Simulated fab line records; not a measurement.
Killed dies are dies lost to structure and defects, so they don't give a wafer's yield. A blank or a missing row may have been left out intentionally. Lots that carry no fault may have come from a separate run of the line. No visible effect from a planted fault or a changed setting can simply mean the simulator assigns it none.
Chamber matching / flow n5_finfet / pecvd-02 running N5_BEOL_M9_DEP_56: 3 sister chambers
The step deposits SiCN from 3MS/NH3, target thk 15 nm, time 26.5 s. 6 wafers are shown with their chamber, then 9 later ones without.

WAFERS PAIRED WITH THEIR CHAMBERS
wafer=L082.2; chamber=1; throttle_valve_pct (%)=9.2; showerhead_plenum_p_Torr (Torr)=3.654
wafer=L084.1; chamber=0; throttle_valve_pct (%)=8.8; showerhead_plenum_p_Torr (Torr)=3.678
wafer=L084.6; chamber=2; throttle_valve_pct (%)=8.9; showerhead_plenum_p_Torr (Torr)=3.661
wafer=L092.2; chamber=2; throttle_valve_pct (%)=8.7; showerhead_plenum_p_Torr (Torr)=3.663
wafer=L092.5; chamber=0; throttle_valve_pct (%)=8.8; showerhead_plenum_p_Torr (Torr)=3.679
wafer=L092.6; chamber=1; throttle_valve_pct (%)=9.3; showerhead_plenum_p_Torr (Torr)=3.659

WAFERS WITHOUT THEIR CHAMBER
wafer=L095.2; throttle_valve_pct (%)=9.3; showerhead_plenum_p_Torr (Torr)=3.656
wafer=L095.3; throttle_valve_pct (%)=8.7; showerhead_plenum_p_Torr (Torr)=3.670
wafer=L095.5; throttle_valve_pct (%)=8.6; showerhead_plenum_p_Torr (Torr)=3.670
wafer=L094.1; throttle_valve_pct (%)=8.7; showerhead_plenum_p_Torr (Torr)=3.660
wafer=L094.5; throttle_valve_pct (%)=9.1; showerhead_plenum_p_Torr (Torr)=3.655
wafer=L094.6; throttle_valve_pct (%)=8.8; showerhead_plenum_p_Torr (Torr)=3.673
wafer=L097.1; throttle_valve_pct (%)=8.9; showerhead_plenum_p_Torr (Torr)=3.682
wafer=L097.2; throttle_valve_pct (%)=9.5; showerhead_plenum_p_Torr (Torr)=3.654
wafer=L097.3; throttle_valve_pct (%)=8.7; showerhead_plenum_p_Torr (Torr)=3.661

WHICH CHAMBER EACH ONE RAN IN
wafer=L095.2; from the rows above=1; in truth=1
wafer=L095.3; from the rows above=can't be placed: 2 or 0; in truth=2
wafer=L095.5; from the rows above=can't be placed: 2 or 0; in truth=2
wafer=L094.1; from the rows above=2; in truth=2
wafer=L094.5; from the rows above=1; in truth=1
wafer=L094.6; from the rows above=0; in truth=0
wafer=L097.1; from the rows above=0; in truth=0
wafer=L097.2; from the rows above=1; in truth=1
wafer=L097.3; from the rows above=2; in truth=2
Correctly placed: 7 of 9. These rows do not allow placing 2 (true chamber among the candidates in 2). Wrongly placed: 0.
How it was worked out, from the rows above alone: a wafer's distance from a chamber is the root of the sum, over the readings, of the square of ((its reading less the chamber's mean) divided by the reading's scatter). The wafer belongs to the nearest chamber; if the next one is less than 2 further off, it can't be placed. For every chamber, the mean is computed from those of its wafers that are shown. The scatter: take each reading less its chamber's mean, square it, sum over the shown wafers, divide by the number of wafers less the number of chambers, and take the root.
